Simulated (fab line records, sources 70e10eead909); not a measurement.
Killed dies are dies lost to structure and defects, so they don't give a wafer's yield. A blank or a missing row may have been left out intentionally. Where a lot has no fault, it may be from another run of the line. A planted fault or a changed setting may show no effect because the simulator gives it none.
The tool behind it: which one? + flow nand_harc + 38 wafers from 13 lots sampled at 6 of the route's 1302 steps

== WHAT EACH GAUGE READ, for each wafer ==
NHARC_A_ONON_D1_THK_MEAS_27: measures by ellipsometry.
| lot  | measured     | on            | thk_nm (nm)    |
|------|--------------|---------------|----------------|
| L752 | day 8 16:10  | film_metro-01 | 1018 1020 1018 |
| L753 | day 9 01:51  | film_metro-01 | 1011 1013 1013 |
| L755 | day 10 01:27 | film_metro-01 | 996 996 996    |
| L757 | day 11 01:04 | film_metro-02 | 1017 1018 1019 |
| L759 | day 11 15:05 | film_metro-01 | 1001 999 999   |
| L760 | day 11 21:44 | film_metro-01 | 1009 1008 1008 |
| L763 | day 13 08:01 | film_metro-01 | 1012 1012 1014 |
| L765 | day 14 07:10 | film_metro-01 | 1005 1003 1004 |
| L764 | day 14 07:16 | film_metro-01 | 1026 1027      |
| L766 | day 14 07:28 | film_metro-01 | 999 995 997    |
| L771 | day 16 13:42 | film_metro-02 | 1009 1008 1008 |
| L772 | day 16 23:04 | film_metro-01 | 1015 1015 1015 |
| L774 | day 17 22:46 | film_metro-02 | 995 996 995    |

NHARC_A_ONON_D1_THK_MEAS_34: measures by ellipsometry.
| lot  | measured     | on            | thk_nm (nm)       |
|------|--------------|---------------|-------------------|
| L752 | day 8 17:12  | film_metro-01 | 195.5 194.1 203.0 |
| L753 | day 9 02:53  | film_metro-01 | 196.5 196.7 197.6 |
| L755 | day 10 02:29 | film_metro-02 | 196.6 193.6 200.0 |
| L757 | day 11 02:08 | film_metro-01 | 198.1 201.6 204.5 |
| L759 | day 11 16:08 | film_metro-01 | 199.9 198.2 200.8 |
| L760 | day 11 22:47 | film_metro-01 | 197.8 200.0 200.4 |
| L763 | day 13 09:04 | film_metro-01 | 197.6 200.5 200.8 |
| L765 | day 14 08:13 | film_metro-01 | 199.3 197.8 201.0 |
| L764 | day 14 08:19 | film_metro-02 | 202.6 204.3       |
| L766 | day 14 08:30 | film_metro-02 | 195.3 195.0 197.1 |
| L771 | day 16 14:44 | film_metro-01 | 201.9 202.5 202.7 |
| L772 | day 17 00:18 | film_metro-01 | 201.4 201.7 201.7 |
| L774 | day 17 23:49 | film_metro-01 | 194.4 202.5 198.2 |

NHARC_A_CHANNEL_HOLE_D1_CD_MEAS_10 targets a cd of 100 nm.
| lot  | measured     | on        | cd_nm (nm)        |
|------|--------------|-----------|-------------------|
| L752 | day 8 20:26  | cd_sem-01 | 100.2 100.3 100.4 |
| L753 | day 9 07:56  | cd_sem-03 | 99.0 99.1 99.1    |
| L755 | day 10 06:37 | cd_sem-01 | 100.4 100.0 100.1 |
| L757 | day 11 05:11 | cd_sem-02 | 100.2 100.2 100.5 |
| L759 | day 12 01:15 | cd_sem-03 | 99.7 99.9 99.2    |
| L760 | day 12 03:52 | cd_sem-02 | 100.8 101.1 100.5 |
| L763 | day 13 13:23 | cd_sem-03 | 99.0 102.0 102.0  |
| L765 | day 14 11:00 | cd_sem-01 | 100.2 99.5 100.6  |
| L764 | day 14 11:10 | cd_sem-02 | 99.6 102.0        |
| L766 | day 14 12:52 | cd_sem-02 | 101.1 102.8 100.1 |
| L771 | day 16 19:49 | cd_sem-02 | 100.5 99.5 99.5   |
| L772 | day 17 04:14 | cd_sem-02 | 100.3 100.5 100.6 |
| L774 | day 18 05:36 | cd_sem-03 | 99.3 100.1 100.9  |

NHARC_END_SORT_01.
| lot  | measured     | on        | killed_at_array | killed_at_other | killed_at_periphery | killed_dies | killed_open | killed_short |
|------|--------------|-----------|-----------------|-----------------|---------------------|-------------|-------------|--------------|
| L764 | day 30 04:19 | prober-01 | 45              | 1               | 6                   | 52          | 2           | 3            |

== TOOL THAT RAN EACH LOT (tool first, then ch and the chambers of the sampled wafers, then the start) ==
| lot  | NHARC_A_ONON_D1_DEP_33          | NHARC_A_CHANNEL_HOLE_D1_EXPOSE_07  |
|------|---------------------------------|------------------------------------|
| L752 | pecvd-04 ch 0,1,2, day 8 16:47  | arfi_scanner-03 ch 0, day 8 20:17  |
| L753 | pecvd-04 ch 0,1,2, day 9 02:28  | arfi_scanner-01 ch 0, day 9 07:47  |
| L755 | pecvd-01 ch 1,2, day 10 02:04   | arfi_scanner-03 ch 0, day 10 06:29 |
| L757 | pecvd-01 ch 0,1, day 11 01:48   | arfi_scanner-02 ch 0, day 11 05:04 |
| L759 | pecvd-03 ch 0,2, day 11 15:43   | arfi_scanner-02 ch 0, day 12 01:07 |
| L760 | pecvd-04 ch 1,2, day 11 22:24   | arfi_scanner-01 ch 0, day 12 03:43 |
| L763 | pecvd-03 ch 0,1, day 13 08:41   | arfi_scanner-01 ch 0, day 13 13:15 |
| L765 | pecvd-03 ch 0,1,2, day 14 07:56 | arfi_scanner-02 ch 0, day 14 10:52 |
| L764 | pecvd-04 ch 0,2, day 14 08:04   | arfi_scanner-01 ch 0, day 14 11:02 |
| L766 | pecvd-03 ch 1,2, day 14 08:05   | arfi_scanner-01 ch 0, day 14 12:44 |
| L771 | pecvd-01 ch 0,1, day 16 14:22   | arfi_scanner-01 ch 0, day 16 19:40 |
| L772 | pecvd-03 ch 1,2, day 16 23:53   | arfi_scanner-01 ch 0, day 17 04:06 |
| L774 | pecvd-03 ch 0,2, day 17 23:29   | arfi_scanner-03 ch 0, day 18 05:28 |
- NHARC_A_ONON_D1_DEP_33: deposits SiO2, target thk 200 nm.
- NHARC_A_CHANNEL_HOLE_D1_EXPOSE_07: exposes mask HOLE D1, target cd 100 nm.

== WHAT THE TOOLS THEMSELVES READ (means of the sampled wafers that have a number; where no wafer has one, the mark that the record gives instead) ==
NHARC_A_ONON_D1_DEP_33.
| lot  | tool     | chamber_pressure_Torr (Torr) | heater_power_w (W) | throttle_valve_pct (%) |
|------|----------|------------------------------|--------------------|------------------------|
| L752 | pecvd-04 | 6.501                        | 520                | 16.0                   |
| L753 | pecvd-04 | 6.503                        | 438                | 15.9                   |
| L755 | pecvd-01 | 6.496                        | 476                | 15.9                   |
| L757 | pecvd-01 | 6.512                        | 481                | 16.0                   |
| L759 | pecvd-03 | 6.483                        | 598                | 15.2                   |
| L760 | pecvd-04 | 6.511                        | 447                | 16.1                   |
| L763 | pecvd-03 | 6.501                        | 627                | 15.8                   |
| L765 | pecvd-03 | 6.496                        | 569                | 15.6                   |
| L764 | pecvd-04 | 6.489                        | 545                | 15.9                   |
| L766 | pecvd-03 | 6.498                        | 614                | 15.3                   |
| L771 | pecvd-01 | 6.505                        | 533                | 16.2                   |
| L772 | pecvd-03 | 6.489                        | 586                | 15.0                   |
| L774 | pecvd-03 | 6.499                        | 550                | 15.7                   |

NHARC_A_CHANNEL_HOLE_D1_EXPOSE_07.
| lot  | tool            | stage_vel_mm_s (mm/s) |
|------|-----------------|-----------------------|
| L752 | arfi_scanner-03 | 499.86                |
| L753 | arfi_scanner-01 | 500.11                |
| L755 | arfi_scanner-03 | 500.25                |
| L757 | arfi_scanner-02 | 500.32                |
| L759 | arfi_scanner-02 | 500.36                |
| L760 | arfi_scanner-01 | 500.10                |
| L763 | arfi_scanner-01 | 499.95                |
| L765 | arfi_scanner-02 | 500.05                |
| L764 | arfi_scanner-01 | 499.69                |
| L766 | arfi_scanner-01 | 499.94                |
| L771 | arfi_scanner-01 | 500.47                |
| L772 | arfi_scanner-01 | 500.15                |
| L774 | arfi_scanner-03 | 500.12                |

== THE ANSWER, worked out from the rows above alone ==
Rule: usual is defined by the lots themselves. Put in order of their means at a reading, lots are off if they are a third of the lots or fewer, leave a main group of 4 or more, and stand apart from it by a gap of 3 or more times the standard deviation of the main group's means; of several such gaps the widest counts. A main group is skipped when, at the precision printed for the reading in the tables above, its means are all equal. A lot without any number at a reading at which 4 lots or more have one is off too. All remaining lots with rows at the step are treated as sound. The gauges are gone through in route order, then the tools' own readings, and for those a lot's mean is taken as printed above. The first step at which some lot is off is used, and at that step the reading that is off furthest; a lot without a number counts as furthest.
No lot is off at any reading shown: from this, nothing can be told.

== WHAT THE SIMULATOR PUT IN ==
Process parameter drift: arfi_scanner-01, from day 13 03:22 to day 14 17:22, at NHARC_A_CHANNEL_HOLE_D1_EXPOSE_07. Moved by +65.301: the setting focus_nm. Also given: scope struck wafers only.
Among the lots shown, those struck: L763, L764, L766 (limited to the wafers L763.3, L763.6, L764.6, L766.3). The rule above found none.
